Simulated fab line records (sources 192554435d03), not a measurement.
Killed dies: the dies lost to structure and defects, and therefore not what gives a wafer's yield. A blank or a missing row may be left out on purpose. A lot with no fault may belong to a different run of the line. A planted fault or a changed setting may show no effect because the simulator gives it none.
2 desks, one fault | flow n5 finfet | what lay behind the numbers comes last; until then each desk has only its own

METROLOGY DESK
Lot by lot, what the gauges showed, no matter which tool ran the lot: averages of those sampled wafers that carry a number. The brackets show how far a lot's mean lies from the usual mean; more than 4 standard deviations puts the lot out of limits, marked OUT. Only the readings that lie furthest out on some lot appear, 7 of the 10 it has.
Columns: A = DIBL_N at N5_BEOL_M4_RC_MEAS_101, usual 36.6 mV/V; B = IOFF_N at N5_BEOL_M4_RC_MEAS_101, usual 0.169 nA/um; C = IOFF_P at N5_BEOL_M4_RC_MEAS_101, usual 0.206 nA/um; D = ION_P at N5_BEOL_M4_RC_MEAS_101, usual 462 uA/um; E = SS_N at N5_BEOL_M4_RC_MEAS_101, usual 71.6 mV/dec; F = VT_N at N5_BEOL_M4_RC_MEAS_101, usual 248.8 mV; G = VT_P at N5_BEOL_M4_RC_MEAS_101, usual -251 mV
lot  | first seen here | A    | B     | C     | D   | E    | F     | G
L709 | day 9 01:16     | 36.0 | 0.151 | 0.167 | 458 | 70.6 | 250.7 | -256
L710 | day 9 09:15     | 35.9 | 0.163 | 0.201 | 454 | 71.4 | 248.7 | -253
L719 | day 11 23:53    | 35.8 | 0.165 | 0.205 | 467 | 71.6 | 249.1 | -251
L720 | day 12 00:11    | 37.2 | 0.170 | 0.219 | 467 | 71.5 | 247.6 | -250
L721 | day 12 01:35    | 37.8 | 0.166 | 0.226 | 466 | 72.0 | 250.0 | -248
L722 | day 12 06:56    | 36.5 | 0.157 | 0.199 | 463 | 71.3 | 250.5 | -250
L728 | day 13 18:54    | 36.2 | 0.163 | 0.229 | 468 | 71.6 | 248.2 | -248
L729 | day 14 04:37    | 35.7 | 0.160 | 0.214 | 466 | 72.0 | 250.6 | -250
L730 | day 15 03:05    | 35.9 | 0.165 | 0.174 | 451 | 71.3 | 248.0 | -256
L732 | day 15 13:02    | 36.4 | 0.147 | 0.180 | 459 | 71.2 | 252.8 | -252
This desk's finding: nothing out of limits on any of the 10 lots.

FOR THE TOOL OWNER'S DESK: litho track-04
The tool's own readings at N5_BEOL_M2_COAT_76 (time 60 s, resist thk 5 nm): means of the sampled wafers that have a number, for each lot that ran on this tool. The brackets show how far a lot's mean lies from the usual mean; more than 4 standard deviations puts the lot out of limits, marked OUT.
Columns: A = heater power total W at N5_BEOL_M2_COAT_76, usual 391.8 W; B = resist line temp C at N5_BEOL_M2_COAT_76, usual 22.98 C; C = run length s at N5_BEOL_M2_COAT_76, usual 66.18 s
lot  | first seen here | A                | B     | C
L719 | day 9 04:16     | 399.8 (+6.6) OUT | 22.96 | 64.35 (-14) OUT
L720 | day 9 19:11     | 399.8 (+6.7) OUT | 22.95 | 64.33 (-14) OUT
L732 | day 13 08:44    | 392.2            | 22.95 | 66.23
This desk finds L719, L720 out of limits, L719 being first, at day 9 04:16 (heater power total W at N5_BEOL_M2_COAT_76). L732: within limits.

ALL TOGETHER
On L719, L720, at day 9 04:16, an alarm was possible from the tool owner's desk.
From the metrology desk's view, nothing was out of limits.
The metrology desk holds a record of L719, L720, inside its limits.
Of the lots named, all ran N5_BEOL_M2_COAT_76 on litho track-04.

WHAT THE SIMULATOR PUT IN
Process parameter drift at N5_BEOL_M2_COAT_76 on litho track-04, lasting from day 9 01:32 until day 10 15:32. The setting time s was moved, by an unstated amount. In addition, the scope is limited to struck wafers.
Shown lots that were struck: L719, L720.
How many hours passed from the start of the fault until each desk's first out-of-limits reading: the tool owner's desk, 3.
